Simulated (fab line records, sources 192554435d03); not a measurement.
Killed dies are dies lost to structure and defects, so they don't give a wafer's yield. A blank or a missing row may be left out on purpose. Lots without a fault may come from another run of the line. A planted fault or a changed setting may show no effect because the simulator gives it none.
Split-lot experiment | flow n5_finfet | 7 lots, 21 wafers read, on a route of 1938 steps

THE SPLIT
At N5_MIM_TOP_SPUTTER_03 (material TiN, target thk 35 nm, time 89.7 s), the setting time_s was moved away from the recipe's 89.7 s on 4 of the 21 wafers read, by -9.1% to +5.4%. The other wafers ran this setting at the recipe's value.

The reading is taken at the split's own step.

THE READING
TiN_of_MIM_TOP_SPUTTER_03.thk_nm (the simulator's own value, which no gauge read), in nm, at N5_MIM_TOP_SPUTTER_03 (material TiN, target thk 35 nm, time 89.7 s). The file gives no usual value for it. The 17 wafers here that ran the recipe average 35.2 nm, standard deviation 0.39 nm.

wafer  | tool, chamber at the split | time_s as run, s | against the recipe | TiN_of_MIM_TOP_SPUTTER_03.thk_nm, nm | against lot-mates on the recipe
L078.1 | pvd_sputter-03, -          | 89.7             | recipe             | 36                                   | -
L078.6 | pvd_sputter-03, -          | 89.7             | recipe             | 36                                   | -
L078.2 | pvd_sputter-03, -          | 82.27            | -8.3%              | 32.6                                 | -3.4
L077.3 | pvd_sputter-03, -          | 89.7             | recipe             | 34.8                                 | -
L077.5 | pvd_sputter-03, -          | 89.7             | recipe             | 34.8                                 | -
L077.6 | pvd_sputter-03, -          | 89.7             | recipe             | 35                                   | -
L082.3 | pvd_sputter-03, -          | 94.56            | +5.4%              | 37                                   | +1.8
L082.5 | pvd_sputter-03, -          | 94.56            | +5.4%              | 37                                   | +1.8
L082.4 | pvd_sputter-03, -          | 89.7             | recipe             | 35.2                                 | -
L090.1 | pvd_sputter-03, -          | 89.7             | recipe             | 35.6                                 | -
L090.3 | pvd_sputter-03, -          | 89.7             | recipe             | 35.2                                 | -
L090.6 | pvd_sputter-03, -          | 89.7             | recipe             | 35.2                                 | -
L092.1 | pvd_sputter-02, -          | 89.7             | recipe             | 34.6                                 | -
L092.2 | pvd_sputter-02, -          | 89.7             | recipe             | 35                                   | -
L092.6 | pvd_sputter-02, -          | 89.7             | recipe             | 35                                   | -
L095.3 | pvd_sputter-02, -          | 89.7             | recipe             | 34.8                                 | -
L095.5 | pvd_sputter-02, -          | 89.7             | recipe             | 35.6                                 | -
L095.6 | pvd_sputter-02, -          | 89.7             | recipe             | 35.2                                 | -
L094.3 | pvd_sputter-02, -          | 89.7             | recipe             | 35                                   | -
L094.4 | pvd_sputter-02, -          | 89.7             | recipe             | 35.4                                 | -
L094.6 | pvd_sputter-02, -          | 81.5             | -9.1%              | 31.8                                 | -3.4

THE FIT
A straight line over all 21 wafers: TiN_of_MIM_TOP_SPUTTER_03.thk_nm changes by +0.342 nm for each +1% of time_s; r = +0.95; the points scatter about the line by 0.38 nm.
The same after taking each lot's own level away (the mean of its wafers on the recipe; 21 wafers): +0.372 nm for each +1%; r = +0.99; scatter 0.21 nm.
On that fit, the largest move of time_s shifts the reading by 3.4 nm.
The lots' own levels span 34.87 to 36.00 nm, that is 2.9 times the standard deviation above.
So the lot-to-lot level changes the slope little: the two slopes agree.
Check: with one of the wafers moved furthest among these (-9.1%) left out of the fit, the line predicts -3.47 nm for it against its lot-mates. It came out at -3.4 nm against them.

OTHER SPLITS ON THESE WAFERS
These wafers also went through other splits before the reading. Each is held against what the fit with the lots' levels taken away leaves over:
other split on the same wafers | wafers away from the commonest value | r with TiN_of_MIM_TOP_SPUTTER_03.thk_nm (lot level and that fit taken away)
N5_BEOL_M12_PEB_08 peb_temp_c  | 6                                    | +0.10
N5_BEOL_M13_COAT_04 spin_rpm   | 10                                   | -0.07
N5_BEOL_M13_DEP_53 time_s      | 6                                    | +0.09
N5_BEOL_M14_ILD_DEP_00 temp_c  | 5                                    | -0.18
N5_BEOL_M14_EXPOSE_25 dose_mj  | 8                                    | -0.31
N5_BEOL_M14_ETCH_68 time_s     | 3                                    | +0.06

THE FILE'S OWN FIT
TiN_of_MIM_TOP_SPUTTER_03.thk_nm changes by +0.38 nm for each +1% of time_s, r = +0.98.
